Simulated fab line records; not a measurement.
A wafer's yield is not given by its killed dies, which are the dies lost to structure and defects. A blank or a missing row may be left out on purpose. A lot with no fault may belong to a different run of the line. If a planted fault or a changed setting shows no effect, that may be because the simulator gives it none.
A struck lot beside a sound one -- flow n5 finfet -- 16 out of 1938 route steps
Sound: wafers L806.2, L806.3, L806.5. Struck: wafer L817.2. (L817.5 of the same lot was not struck and is left out.) The cause comes at the end.
At each step with rows: each side's tool, then ch and its chambers, then its first start. Under that, the readings that differ: sound wafers -- struck wafers -- difference of the means -- sigmas: that difference in standard deviations of wafers without a fault.
alike: a reading whose means differ by less than 2 such deviations, as well as words and numbers matching on both sides. not compared: withheld readings; readings where some wafer has no value; bounds like >300 that might hide an equal value; numbers whose values overlap and for which the record gives no deviation.
Wherever a step has rows on one side only, a row that says differs or no value, or a row with sigmas, the two part there. Non-overlapping numbers with no deviation appear without sigmas and do not part them. A reading that every wafer of one side lacks parts them only if that side has two wafers or more.

first, 8 steps without rows for these wafers: N5_BEOL_M2_COAT_62 (time 60 s, resist thk 12 nm); N5_BEOL_M2_COAT_73 (time 60 s, resist thk 5 nm); N5_BEOL_M2_COAT_05 (resist thk 30 nm); N5_BEOL_M2_EBR_07; N5_BEOL_M2_SOFTBAKE_06 (time 60 s); N5_BEOL_M2_EXPOSE_08 (exposes mask M2); N5_BEOL_M2_PEB_09 (peb time 60 s); N5_BEOL_M2_DEVELOP_10 (develop time 30 s).
N5_BEOL_M2_CD_MEAS_11 targets a cd of 16.79 nm.
  sound on cd sem-01 ch 0, day 7 00:29; struck on cd sem-03 ch 0, day 9 23:16
  alike: cd nm
N5_BEOL_M2_OVL_MEAS_12:
  sound on overlay-02 ch 0, day 7 00:32; struck on overlay-02 ch 0, day 9 23:17
  alike: M2_OVL
N5_BEOL_M2_INSPECT_13: inspects for defects (brightfield).
  struck on defect inspect-01, day 9 23:21; sound on defect inspect-02, day 7 00:35
  alike: raw defect count
N5_BEOL_M2_DESCUM_16: chemistry O2, time 7 s.
  sound on rie diel-03 ch 0,1,3, day 7 00:54; struck on rie diel-03 ch 2, day 9 23:23
reading,sound,struck,difference,sigmas
throttle valve pct (%),20.84 20.26 20.42,19.83,-0.68,-2
  alike: drypump motor current A, oes product au, rf vpp V, showerhead plenum p Torr, temp c
  not compared: rf hours counter h
N5_BEOL_M2_ETCH_74: etches underlayer in N2/H2, target depth 6.5 nm, time 5.2 s.
  sound on rie diel-03 ch 0,1,3, day 7 00:56; struck on rie diel-03 ch 2, day 9 23:25
reading,sound,struck,difference,sigmas
etch rf on time s (s),5.15 4.89 5.25,3.66,-1.44,-11
oes product au (a.u.),0.59 0.84 0.62,0.92,+0.24,+3
throttle valve pct (%),18.33 17.66 17.88,17.35,-0.61,-2
  alike: drypump motor current A, rf vpp V, showerhead plenum p Torr
  not compared: rf hours counter h
N5_BEOL_M2_ETCH_63: etches SiARC in CF4, target depth 15.6 nm, time 26 s.
  sound on rie diel-03 ch 0,1,3, day 7 00:57; struck on rie diel-03 ch 2, day 9 23:26
reading,sound,struck,difference,sigmas
throttle valve pct (%),15.99 15.31 15.84,15.07,-0.64,-2
  alike: drypump motor current A, etch rf on time s, mfc ar sccm, oes product au, rf vpp V, showerhead plenum p Torr
  not compared: rf hours counter h
N5_BEOL_M4_RC_MEAS_101:
  sound on prober-01 ch 0, day 8 09:57; struck on prober-01 ch 0, day 11 16:01
reading,sound,struck,difference,sigmas
SS_P (mV/dec),71.9 72.1 71.9,73.8,+1.8,+2
  alike: DIBL_N, DIBL_P, IOFF_N, IOFF_P, ION_N, ION_P, SS_N, VT_N, VT_P
then, 1 step without rows for these wafers: N5_PASSIVATION_PROBE_49.

WHERE THEY PART
Earliest at N5_BEOL_M2_DESCUM_16; latest, in this record, at N5_BEOL_M4_RC_MEAS_101.

WHY: what the simulator had put in
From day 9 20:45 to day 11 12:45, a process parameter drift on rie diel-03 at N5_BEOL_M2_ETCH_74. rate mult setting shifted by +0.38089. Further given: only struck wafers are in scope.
